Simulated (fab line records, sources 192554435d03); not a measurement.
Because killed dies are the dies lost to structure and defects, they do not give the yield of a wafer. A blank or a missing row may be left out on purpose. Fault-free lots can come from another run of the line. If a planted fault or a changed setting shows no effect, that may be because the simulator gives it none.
Chamber matching ; flow n5Finfet ; rieDiel-02 running N5_STI_FIN_REVEAL_STRIP_24: 4 sister chambers
The step strips in N2/H2, time 90 s. 20 wafers are shown with their chamber, then 10 later ones without.

EACH WAFER AND ITS CHAMBER
wafer;chamber;drypumpMotorCurrentA (A);showerheadPlenumPTorr (Torr);throttleValvePct (%)
L074.1;3;5.6;3.48;12.14
L074.2;1;6.3;3.46;12.66
L074.3;2;6.0;3.43;11.87
L078.1;1;6.3;3.45;12.67
L078.2;2;6.0;3.42;11.88
L078.3;3;5.7;3.48;12.16
L078.4;3;5.6;3.48;12.17
L078.5;1;6.2;3.45;12.69
L078.6;2;6.1;3.42;11.91
L083.3;3;5.6;3.47;12.19
L083.4;2;6.0;3.42;11.91
L083.5;2;6.0;3.42;11.90
L084.1;1;6.3;3.45;12.05
L084.2;0;5.9;3.41;12.40
L084.4;3;5.6;3.47;12.19
L091.1;1;6.3;3.44;12.09
L091.4;3;5.7;3.46;12.25
L091.5;0;5.9;3.40;12.45
L094.1;0;5.9;3.39;12.44
L094.2;1;6.3;3.44;12.11

SIGNATURES (means of the wafers above)
reading;chamber 0;chamber 1;chamber 2;chamber 3;scatter within a chamber
drypumpMotorCurrentA;5.900;6.283;6.020;5.633;0.0431
showerheadPlenumPTorr;3.4000;3.4483;3.4220;3.4733;0.00749
throttleValvePct;12.4300;12.3783;11.8940;12.1833;0.183
Rule: a wafer lies at a distance from a chamber equal to the root of the sum of squares, over the readings, of (its reading less the chamber's mean, divided by the reading's scatter). If the next closest chamber is less than 2 further off than the closest, the wafer can't be placed; otherwise it belongs to the closest. How the scatter is found: for the shown wafers, subtract from each reading the mean of its chamber, square and add these, divide the total by (wafers less chambers), then take the root.

WAFERS MISSING THEIR CHAMBER
wafer;drypumpMotorCurrentA (A);showerheadPlenumPTorr (Torr);throttleValvePct (%)
L094.3;5.6;3.46;12.26
L094.4;6.0;3.41;11.96
L094.5;6.3;3.44;12.11
L094.6;5.9;3.39;12.45
L096.1;6.3;3.43;12.11
L096.2;6.0;3.40;12.00
L096.3;5.9;3.39;12.48
L097.3;5.6;3.46;12.27
L097.4;5.9;3.39;12.47
L097.6;5.9;3.39;12.48

THE CHAMBER EACH PASSED THROUGH
wafer;from the rows above;in truth
L094.3;3;3
L094.4;2;2
L094.5;1;1
L094.6;0;0
L096.1;1;1
L096.2;can't be placed: 2 or 0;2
L096.3;0;0
L097.3;3;3
L097.4;0;0
L097.6;0;0
Correctly placed: 9 of 10. From these rows, 1 cannot be placed; in 1 the true chamber is one of the candidates. Number placed wrongly: 0.
